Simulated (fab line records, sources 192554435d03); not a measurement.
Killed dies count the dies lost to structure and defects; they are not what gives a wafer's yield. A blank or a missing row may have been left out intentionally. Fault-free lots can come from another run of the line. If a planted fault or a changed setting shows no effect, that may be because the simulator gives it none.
Split-lot trial :: flow n5_finfet :: on a route of 1938 steps: 7 lots, 39 wafers read

ON THE SPLIT
At N5_BEOL_M0_CUTY_DESCUM_61 (chemistry O2, time 7.9 s), the setting time_s was moved away from the recipe's 7.9 s on 12 of the 39 wafers read, by -59.6% to -25.2%. This setting was run at the recipe's value on the other wafers.

Reading taken at the split's own step.

THE READING
CAR-ArF-block_of_BEOL_M0_CUTY_COAT_51.thk_nm (the simulator's own value, which no gauge read), in nm, at N5_BEOL_M0_CUTY_DESCUM_61 (chemistry O2, time 7.9 s). The file does not state a usual value for it. Here, 27 wafers ran the recipe; their average is 143.8 nm with a standard deviation of 0.51 nm.

wafer: L077.1
tool, chamber at the split: rie_diel-05, 1
time_s as run, s: 7.9
against the recipe: recipe
CAR-ArF-block_of_BEOL_M0_CUTY_COAT_51.thk_nm, nm: 144.8
against lot-mates on the recipe: -

wafer: L077.2
tool, chamber at the split: rie_diel-05, 0
time_s as run, s: 7.9
against the recipe: recipe
CAR-ArF-block_of_BEOL_M0_CUTY_COAT_51.thk_nm, nm: 144.6
against lot-mates on the recipe: -

wafer: L077.6
tool, chamber at the split: rie_diel-05, 0
time_s as run, s: 7.9
against the recipe: recipe
CAR-ArF-block_of_BEOL_M0_CUTY_COAT_51.thk_nm, nm: 144.6
against lot-mates on the recipe: -

wafer: L077.3
tool, chamber at the split: rie_diel-05, 2
time_s as run, s: 3.188
against the recipe: -59.6%
CAR-ArF-block_of_BEOL_M0_CUTY_COAT_51.thk_nm, nm: 147.2
against lot-mates on the recipe: +2.5

wafer: L077.4
tool, chamber at the split: rie_diel-05, 2
time_s as run, s: 3.188
against the recipe: -59.6%
CAR-ArF-block_of_BEOL_M0_CUTY_COAT_51.thk_nm, nm: 147.2
against lot-mates on the recipe: +2.5

wafer: L077.5
tool, chamber at the split: rie_diel-05, 1
time_s as run, s: 3.188
against the recipe: -59.6%
CAR-ArF-block_of_BEOL_M0_CUTY_COAT_51.thk_nm, nm: 147.4
against lot-mates on the recipe: +2.7

wafer: L082.1
tool, chamber at the split: rie_diel-04, 2
time_s as run, s: 7.9
against the recipe: recipe
CAR-ArF-block_of_BEOL_M0_CUTY_COAT_51.thk_nm, nm: 144.2
against lot-mates on the recipe: -

wafer: L082.2
tool, chamber at the split: rie_diel-04, 0
time_s as run, s: 7.9
against the recipe: recipe
CAR-ArF-block_of_BEOL_M0_CUTY_COAT_51.thk_nm, nm: 143.8
against lot-mates on the recipe: -

wafer: L082.4
tool, chamber at the split: rie_diel-04, 0
time_s as run, s: 7.9
against the recipe: recipe
CAR-ArF-block_of_BEOL_M0_CUTY_COAT_51.thk_nm, nm: 143.8
against lot-mates on the recipe: -

wafer: L083.1
tool, chamber at the split: rie_diel-04, 0,3
time_s as run, s: 7.9
against the recipe: recipe
CAR-ArF-block_of_BEOL_M0_CUTY_COAT_51.thk_nm, nm: 143.8
against lot-mates on the recipe: -

wafer: L083.2
tool, chamber at the split: rie_diel-04, 0,3
time_s as run, s: 7.9
against the recipe: recipe
CAR-ArF-block_of_BEOL_M0_CUTY_COAT_51.thk_nm, nm: 143.8
against lot-mates on the recipe: -

wafer: L083.3
tool, chamber at the split: rie_diel-04, 2
time_s as run, s: 4.24
against the recipe: -46.3%
CAR-ArF-block_of_BEOL_M0_CUTY_COAT_51.thk_nm, nm: 145.8
against lot-mates on the recipe: +2.1

wafer: L083.4
tool, chamber at the split: rie_diel-04, 2
time_s as run, s: 4.24
against the recipe: -46.3%
CAR-ArF-block_of_BEOL_M0_CUTY_COAT_51.thk_nm, nm: 145.6
against lot-mates on the recipe: +1.9

wafer: L083.5
tool, chamber at the split: rie_diel-04, 0
time_s as run, s: 4.24
against the recipe: -46.3%
CAR-ArF-block_of_BEOL_M0_CUTY_COAT_51.thk_nm, nm: 146.2
against lot-mates on the recipe: +2.5

wafer: L083.6
tool, chamber at the split: rie_diel-04, 3
time_s as run, s: 7.9
against the recipe: recipe
CAR-ArF-block_of_BEOL_M0_CUTY_COAT_51.thk_nm, nm: 143.6
against lot-mates on the recipe: -

wafer: L086.1
tool, chamber at the split: rie_diel-05, 2,3
time_s as run, s: 5.909
against the recipe: -25.2%
CAR-ArF-block_of_BEOL_M0_CUTY_COAT_51.thk_nm, nm: 144.6
against lot-mates on the recipe: +1.3

wafer: L086.5
tool, chamber at the split: rie_diel-05, 2,3
time_s as run, s: 5.909
against the recipe: -25.2%
CAR-ArF-block_of_BEOL_M0_CUTY_COAT_51.thk_nm, nm: 144.6
against lot-mates on the recipe: +1.3

wafer: L086.2
tool, chamber at the split: rie_diel-05, 1
time_s as run, s: 7.9
against the recipe: recipe
CAR-ArF-block_of_BEOL_M0_CUTY_COAT_51.thk_nm, nm: 143.4
against lot-mates on the recipe: -

wafer: L086.3
tool, chamber at the split: rie_diel-05, 3
time_s as run, s: 5.909
against the recipe: -25.2%
CAR-ArF-block_of_BEOL_M0_CUTY_COAT_51.thk_nm, nm: 144.4
against lot-mates on the recipe: +1.1

wafer: L086.4
tool, chamber at the split: rie_diel-05, 0
time_s as run, s: 7.9
against the recipe: recipe
CAR-ArF-block_of_BEOL_M0_CUTY_COAT_51.thk_nm, nm: 143.6
against lot-mates on the recipe: -

wafer: L086.6
tool, chamber at the split: rie_diel-05, 0
time_s as run, s: 7.9
against the recipe: recipe
CAR-ArF-block_of_BEOL_M0_CUTY_COAT_51.thk_nm, nm: 143
against lot-mates on the recipe: -

wafer: L091.1
tool, chamber at the split: rie_diel-02, 1,3
time_s as run, s: 7.9
against the recipe: recipe
CAR-ArF-block_of_BEOL_M0_CUTY_COAT_51.thk_nm, nm: 144.2
against lot-mates on the recipe: -

wafer: L091.3
tool, chamber at the split: rie_diel-02, 1,3
time_s as run, s: 7.9
against the recipe: recipe
CAR-ArF-block_of_BEOL_M0_CUTY_COAT_51.thk_nm, nm: 144.2
against lot-mates on the recipe: -

wafer: L091.2
tool, chamber at the split: rie_diel-02, 2
time_s as run, s: 5.337
against the recipe: -32.4%
CAR-ArF-block_of_BEOL_M0_CUTY_COAT_51.thk_nm, nm: 145.6
against lot-mates on the recipe: +1.5

wafer: L091.4
tool, chamber at the split: rie_diel-02, 1
time_s as run, s: 7.9
against the recipe: recipe
CAR-ArF-block_of_BEOL_M0_CUTY_COAT_51.thk_nm, nm: 143.8
against lot-mates on the recipe: -

wafer: L091.5
tool, chamber at the split: rie_diel-02, 2
time_s as run, s: 5.337
against the recipe: -32.4%
CAR-ArF-block_of_BEOL_M0_CUTY_COAT_51.thk_nm, nm: 145.4
against lot-mates on the recipe: +1.3

wafer: L091.6
tool, chamber at the split: rie_diel-02, 3
time_s as run, s: 5.337
against the recipe: -32.4%
CAR-ArF-block_of_BEOL_M0_CUTY_COAT_51.thk_nm, nm: 145.8
against lot-mates on the recipe: +1.7

wafer: L093.1
tool, chamber at the split: rie_diel-05, 3
time_s as run, s: 7.9
against the recipe: recipe
CAR-ArF-block_of_BEOL_M0_CUTY_COAT_51.thk_nm, nm: 142.8
against lot-mates on the recipe: -

wafer: L093.2
tool, chamber at the split: rie_diel-05, 2,1
time_s as run, s: 7.9
against the recipe: recipe
CAR-ArF-block_of_BEOL_M0_CUTY_COAT_51.thk_nm, nm: 143
against lot-mates on the recipe: -

wafer: L093.5
tool, chamber at the split: rie_diel-05, 2,1
time_s as run, s: 7.9
against the recipe: recipe
CAR-ArF-block_of_BEOL_M0_CUTY_COAT_51.thk_nm, nm: 143
against lot-mates on the recipe: -

wafer: L093.3
tool, chamber at the split: rie_diel-05, 0
time_s as run, s: 7.9
against the recipe: recipe
CAR-ArF-block_of_BEOL_M0_CUTY_COAT_51.thk_nm, nm: 143.2
against lot-mates on the recipe: -

wafer: L093.6
tool, chamber at the split: rie_diel-05, 0
time_s as run, s: 7.9
against the recipe: recipe
CAR-ArF-block_of_BEOL_M0_CUTY_COAT_51.thk_nm, nm: 143.2
against lot-mates on the recipe: -

wafer: L093.4
tool, chamber at the split: rie_diel-05, 1
time_s as run, s: 7.9
against the recipe: recipe
CAR-ArF-block_of_BEOL_M0_CUTY_COAT_51.thk_nm, nm: 143.4
against lot-mates on the recipe: -

wafer: L095.1
tool, chamber at the split: rie_diel-04, 0
time_s as run, s: 7.9
against the recipe: recipe
CAR-ArF-block_of_BEOL_M0_CUTY_COAT_51.thk_nm, nm: 144
against lot-mates on the recipe: -

wafer: L095.2
tool, chamber at the split: rie_diel-04, 2
time_s as run, s: 7.9
against the recipe: recipe
CAR-ArF-block_of_BEOL_M0_CUTY_COAT_51.thk_nm, nm: 144.4
against lot-mates on the recipe: -

wafer: L095.3
tool, chamber at the split: rie_diel-04, 1,3,3,2
time_s as run, s: 7.9
against the recipe: recipe
CAR-ArF-block_of_BEOL_M0_CUTY_COAT_51.thk_nm, nm: 143.8
against lot-mates on the recipe: -

wafer: L095.4
tool, chamber at the split: rie_diel-04, 1,3,3,2
time_s as run, s: 7.9
against the recipe: recipe
CAR-ArF-block_of_BEOL_M0_CUTY_COAT_51.thk_nm, nm: 143.8
against lot-mates on the recipe: -

wafer: L095.5
tool, chamber at the split: rie_diel-04, 1,3,3,2
time_s as run, s: 7.9
against the recipe: recipe
CAR-ArF-block_of_BEOL_M0_CUTY_COAT_51.thk_nm, nm: 143.8
against lot-mates on the recipe: -

wafer: L095.6
tool, chamber at the split: rie_diel-04, 1,3,3,2
time_s as run, s: 7.9
against the recipe: recipe
CAR-ArF-block_of_BEOL_M0_CUTY_COAT_51.thk_nm, nm: 143.8
against lot-mates on the recipe: -
When a row names more than one chamber, that row covers several wafers, and the file does not tell which wafer ran in which chamber.

FIT RESULTS
A straight line over all 39 wafers: CAR-ArF-block_of_BEOL_M0_CUTY_COAT_51.thk_nm changes by -0.0531 nm for each +1% of time_s; r = -0.91; the points scatter about the line by 0.5 nm.
The same after taking each lot's own level away (the mean of its wafers on the recipe; 39 wafers): -0.045 nm for each +1%; r = -0.98; scatter 0.19 nm.
According to that fit, moving time_s by its largest amount changes the reading by 2.7 nm.
The lots' own levels span 143.10 to 144.67 nm, that is 3.0 times the standard deviation above.
So the slope is not independent of the lot-to-lot level: the two fits are not the same.
Check: with one of the wafers moved furthest among these (-59.6%) left out of the fit, the line predicts +2.72 nm for it against its lot-mates. It came out at +2.53 nm against them.

OTHER SPLITS ON THESE WAFERS
These wafers also went through other splits before the reading. Each is held against what the fit with the lots' levels taken away leaves over:
other split on the same wafers: N5_ZERO_LAYER_DEVELOP_10 develop_time_s
wafers away from the commonest value: 18
r with CAR-ArF-block_of_BEOL_M0_CUTY_COAT_51.thk_nm (lot level and that fit taken away): +0.01

other split on the same wafers: N5_FIN_SAQP_ETCH_65 time_s
wafers away from the commonest value: 15
r with CAR-ArF-block_of_BEOL_M0_CUTY_COAT_51.thk_nm (lot level and that fit taken away): -0.07

other split on the same wafers: N5_SD_EPI_N_DESCUM_14 time_s
wafers away from the commonest value: 12
r with CAR-ArF-block_of_BEOL_M0_CUTY_COAT_51.thk_nm (lot level and that fit taken away): +0.03

other split on the same wafers: N5_HKMG_FIN_DEVELOP_48 develop_time_s
wafers away from the commonest value: 12
r with CAR-ArF-block_of_BEOL_M0_CUTY_COAT_51.thk_nm (lot level and that fit taken away): +0.11

other split on the same wafers: N5_MOL_CONTACT_COAG_ALD_123 ald_cycles
wafers away from the commonest value: 18
r with CAR-ArF-block_of_BEOL_M0_CUTY_COAT_51.thk_nm (lot level and that fit taken away): +0.24

FILE'S OWN FIT
CAR-ArF-block_of_BEOL_M0_CUTY_COAT_51.thk_nm changes by -0.0452 nm for each +1% of time_s, r = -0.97.
